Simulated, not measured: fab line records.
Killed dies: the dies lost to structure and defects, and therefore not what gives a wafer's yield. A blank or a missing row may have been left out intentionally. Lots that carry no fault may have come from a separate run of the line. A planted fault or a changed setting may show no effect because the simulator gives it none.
Which tool did it? + flow nandHarc + 6 lots with 18 wafers sampled at 3 steps, on a route of 1159 steps

## WHAT THE GAUGES SHOWED, per wafer
NHARC_END_SORT_01.
| lot  | measured     | on        | killedAtPeriphery |
|------|--------------|-----------|-------------------|
| L812 | day 20 01:19 | prober-01 | 4 2 2             |
| L817 | day 21 01:05 | prober-01 | 7 2 7             |
| L821 | day 22 10:38 | prober-01 | 1 2 2             |
| L827 | day 23 12:32 | prober-01 | 1 2 6             |
| L831 | day 24 04:56 | prober-02 | 6 4 4             |
| L833 | day 25 17:32 | prober-02 | 3 2 7             |

## WHICH TOOL RAN EACH LOT (tool, then ch and the chambers of the sampled wafers, then the start)
| lot  | NHARC_P_ZERO_WELL_DESCUM_54      | NHARC_P_STI_ETCH_42              |
|------|----------------------------------|----------------------------------|
| L812 | rieDiel-07 ch 0,1,3, day 2 09:26 | rieDiel-12 ch 1,3, day 3 05:55   |
| L817 | rieDiel-05 ch 0,2,3, day 3 11:53 | rieDiel-01 ch 0,2,3, day 4 04:24 |
| L821 | rieDiel-05 ch 0,1,3, day 4 11:33 | rieDiel-12 ch 0,1,2, day 5 08:06 |
| L827 | rieDiel-07 ch 0,2,3, day 6 00:10 | rieDiel-02 ch 0,2,3, day 6 17:31 |
| L831 | rieDiel-05 ch 1,2, day 6 23:51   | rieDiel-02 ch 0,1,2, day 7 17:03 |
| L833 | rieDiel-07 ch 0,2,3, day 7 11:52 | rieDiel-01 ch 0,1,2, day 8 08:21 |
- NHARC_P_ZERO_WELL_DESCUM_54: chemistry O2, time 3 s.
- NHARC_P_STI_ETCH_42: etches the open film in N2/H2, target depth 80 nm, overetch 24 nm, time 61 s.

## THE ANSWER, worked out from the rows above alone
Rule: the lots themselves supply what counts as usual. The widest of any qualifying gaps counts: lots, ordered by their means at a reading, are off when they make up no more than a third of the lots, leave a main group of 4 or more, and stand apart from it by 3 or more times the standard deviation of that group's means. A main group is skipped when, at the precision printed for the reading in the tables above, its means are all equal. Also off: a lot with no number at a reading for which 4 or more lots have one. Any other lot the step has rows for is counted as sound.
None of the lots is off at any reading shown; this tells nothing.

## WHAT THE SIMULATOR PUT IN
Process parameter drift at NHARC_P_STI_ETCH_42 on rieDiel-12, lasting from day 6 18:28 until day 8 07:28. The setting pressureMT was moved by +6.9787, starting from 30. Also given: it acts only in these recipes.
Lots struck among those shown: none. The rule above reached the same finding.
